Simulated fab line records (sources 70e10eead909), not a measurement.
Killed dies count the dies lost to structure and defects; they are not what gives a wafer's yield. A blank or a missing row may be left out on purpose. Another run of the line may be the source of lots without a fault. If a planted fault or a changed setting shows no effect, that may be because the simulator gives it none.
Which tool did it? | flow nand harc | Sampling: 6 lots, 18 wafers, 4 of 1302 route steps

WHAT THE GAUGES READ, wafer by wafer
NHARC_THIN_TSV_CD_MEAS_16.
lot  | measured     | on        | cd nm (nm)
L958 | day 25 20:06 | cd sem-03 | 1001.0 999.2 997.9
L963 | day 27 11:04 | cd sem-01 | 998.5 995.0 995.2
L967 | day 28 18:17 | cd sem-01 | 1001.0 1001.4 1000.0
L973 | day 31 17:29 | cd sem-02 | 1001.6 1000.7 1001.2
L976 | day 32 04:51 | cd sem-02 | 1001.0 998.0 997.1
L978 | day 33 16:23 | cd sem-03 | 1001.1 1002.5 1002.5

EACH LOT AND THE TOOL THAT RAN IT (in order: tool; ch and the chambers of the sampled wafers; start)
lot  | NHARC_A_CONTACT_STRIP_26           | NHARC_A_M1_PVD_21                       | NHARC_A_M1_ANNEAL_31
L958 | rie diel-13 ch 1,2,3, day 24 11:41 | pvd sputter-02, day 25 00:31 or earlier | rtp anneal-01 ch 0, day 25 00:31
L963 | rie diel-13 ch 1,3, day 26 03:14   | pvd sputter-01, day 26 16:14 or earlier | rtp anneal-01 ch 0, day 26 16:14
L967 | rie diel-08 ch 0,2, day 27 10:54   | pvd sputter-03, day 27 23:25 or earlier | rtp anneal-02 ch 0, day 27 23:25
L973 | rie diel-13 ch 2,3, day 30 11:28   | pvd sputter-02, day 30 23:59 or earlier | rtp anneal-02 ch 0, day 30 23:59
L976 | rie diel-13 ch 0,1,3, day 30 16:07 | pvd sputter-03, day 31 04:41 or earlier | rtp anneal-01 ch 0, day 31 04:41
L978 | rie diel-13 ch 1,2,3, day 32 08:04 | pvd sputter-02, day 32 20:38 or earlier | rtp anneal-01 ch 0, day 32 20:38
- NHARC_A_CONTACT_STRIP_26: strips in O2.
- NHARC_A_M1_PVD_21: deposits Cu, target thk 30 nm, time 20.49 s.
- NHARC_A_M1_ANNEAL_31: time 90 s.

THE ANSWER, worked out from the rows above alone
Rule: usual is defined by the lots themselves. Put in order of their means at a reading, lots are off if they are a third of the lots or fewer, leave a main group of 4 or more, and stand apart from it by a gap of 3 or more times the standard deviation of the main group's means; of several such gaps the widest counts. The tables above print the reading to a certain number of digits; a main group whose means all agree to those digits is not used. A lot without any number at a reading at which 4 lots or more have one is off too. Any other lot the step has rows for is counted as sound.
No lot is off at any reading shown: from this, nothing can be told.

WHAT HAD BEEN PUT IN BY THE SIMULATOR
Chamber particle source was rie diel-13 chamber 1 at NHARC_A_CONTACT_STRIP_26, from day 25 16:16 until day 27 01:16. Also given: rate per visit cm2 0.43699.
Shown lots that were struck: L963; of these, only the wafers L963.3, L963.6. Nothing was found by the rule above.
